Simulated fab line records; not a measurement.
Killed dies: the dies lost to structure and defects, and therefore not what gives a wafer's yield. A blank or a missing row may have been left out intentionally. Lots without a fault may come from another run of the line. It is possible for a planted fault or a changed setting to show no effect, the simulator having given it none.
Chamber matching / flow n5-finfet / N5_MOL_CONTACT_COAG_CO_FILL_22 on cvd-co-01: 3 sister chambers
The step material Co, precursor CCTBA/H2, target thk 20 nm. 14 wafers are shown with their chamber, then 6 later ones without.

WAFERS, EACH WITH ITS CHAMBER
wafer=L574.1; chamber=2; heater-power-w (W)=216
wafer=L574.3; chamber=2; heater-power-w (W)=218
wafer=L574.5; chamber=2; heater-power-w (W)=220
wafer=L575.1; chamber=0; heater-power-w (W)=230
wafer=L575.3; chamber=0; heater-power-w (W)=228
wafer=L575.6; chamber=0; heater-power-w (W)=231
wafer=L578.1; chamber=1; heater-power-w (W)=246
wafer=L578.2; chamber=2; heater-power-w (W)=223
wafer=L579.2; chamber=2; heater-power-w (W)=213
wafer=L579.3; chamber=1; heater-power-w (W)=254
wafer=L579.5; chamber=0; heater-power-w (W)=238
wafer=L585.1; chamber=0; heater-power-w (W)=229
wafer=L585.3; chamber=2; heater-power-w (W)=219
wafer=L585.5; chamber=1; heater-power-w (W)=250

SIGNATURES, as means of the wafers listed above
reading=heater-power-w; chamber 0=231.20; chamber 1=250.00; chamber 2=218.17; scatter within a chamber=3.74
Rule: distance of a wafer from a chamber = root of the sum over the readings of ((wafer's reading minus chamber's mean) / reading's scatter) squared. The wafer belongs to the nearest chamber; if the next one is less than 2 further off, it can't be placed. How the scatter is found: for the shown wafers, subtract from each reading the mean of its chamber, square and add these, divide the total by (wafers less chambers), then take the root.

WAFERS MISSING THEIR CHAMBER
wafer=L586.1; heater-power-w (W)=243
wafer=L586.2; heater-power-w (W)=233
wafer=L586.6; heater-power-w (W)=214
wafer=L587.1; heater-power-w (W)=246
wafer=L587.4; heater-power-w (W)=218
wafer=L587.5; heater-power-w (W)=234

WHICH CHAMBER EACH ONE RAN IN
wafer=L586.1; from the rows above=can't be placed: 1 or 0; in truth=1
wafer=L586.2; from the rows above=0; in truth=0
wafer=L586.6; from the rows above=2; in truth=2
wafer=L587.1; from the rows above=1; in truth=1
wafer=L587.4; from the rows above=2; in truth=2
wafer=L587.5; from the rows above=0; in truth=0
5 of 6 placed correctly. From these rows, 1 cannot be placed; in 1 the true chamber is one of the candidates. Placed wrongly: 0.
